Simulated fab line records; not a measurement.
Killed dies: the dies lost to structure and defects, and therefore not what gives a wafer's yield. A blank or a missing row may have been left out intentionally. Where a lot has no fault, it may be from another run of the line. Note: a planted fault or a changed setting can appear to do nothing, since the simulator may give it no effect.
Matching of chambers	flow nand harc	rie diel-05 running NHARC_A_CONTACT_DESCUM_13: 4 sister chambers
The step chemistry O2, time 3 s. 22 wafers are shown with their chamber, then 11 later ones without.

## WAFERS PAIRED WITH THEIR CHAMBERS
wafer	chamber	showerhead plenum p Torr (Torr)	drypump motor current A (A)	rf vpp V (V)
L076.1	3	1.80	5.65	58.6
L076.2	0	1.91	5.47	58.0
L076.5	1	1.98	5.42	60.0
L077.1	1	1.98	5.43	58.2
L077.4	0	1.90	5.49	57.9
L077.6	0	1.90	5.52	58.1
L081.1	2	1.76	5.68	57.4
L081.3	3	1.80	5.67	57.4
L081.5	3	1.80	5.66	57.0
L080.2	3	1.80	5.65	57.8
L080.3	0	1.90	5.49	58.5
L080.6	2	1.76	5.69	56.6
L083.1	0	1.90	5.47	57.6
L083.2	1	1.98	5.43	57.8
L083.4	2	1.76	5.73	56.6
L085.3	3	1.80	5.65	57.7
L085.5	0	1.90	5.46	59.1
L085.6	1	1.98	5.42	58.3
L087.1	1	1.97	5.43	57.2
L087.5	0	1.90	5.48	58.1
L087.6	3	1.80	5.65	58.1
L091.1	1	1.97	5.44	59.2

SIGNATURES (means of the wafers above)
reading	chamber 0	chamber 1	chamber 2	chamber 3	scatter within a chamber
showerhead plenum p Torr	1.9014	1.9767	1.7600	1.8000	0.00349
drypump motor current A	5.4829	5.4283	5.7000	5.6550	0.0156
rf vpp V	58.186	58.450	56.867	57.767	0.683
Rule: for a wafer and a chamber, the distance is found by dividing, reading by reading, the gap between the wafer's reading and the chamber's mean by the reading's scatter, squaring, summing and taking the root. If the next closest chamber is less than 2 further off than the closest, the wafer can't be placed; otherwise it belongs to the closest. The scatter is the square root of a quotient: the sum, over the shown wafers, of each reading's squared deviation from its chamber's mean, divided by wafers minus chambers.

## WAFERS MISSING THEIR CHAMBER
wafer	showerhead plenum p Torr (Torr)	drypump motor current A (A)	rf vpp V (V)
L091.3	1.90	5.50	57.7
L091.5	1.90	5.50	57.9
L090.1	2.07	5.72	57.1
L090.2	1.97	5.43	59.8
L090.6	1.97	5.44	58.5
L092.2	2.07	5.73	59.4
L092.3	1.90	5.48	58.2
L092.4	1.80	5.65	56.8
L096.1	1.97	5.43	58.4
L096.2	1.90	5.51	56.7
L096.3	1.79	5.64	58.7

## THE CHAMBER EACH PASSED THROUGH
wafer	from the rows above	in truth
L091.3	0	0
L091.5	0	0
L090.1	1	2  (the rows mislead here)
L090.2	1	1
L090.6	1	1
L092.2	1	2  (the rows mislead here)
L092.3	0	0
L092.4	3	3
L096.1	1	1
L096.2	0	0
L096.3	3	3
Correct placement for 9 of the 11. From these rows, 0 cannot be placed. Wrongly placed: 2.
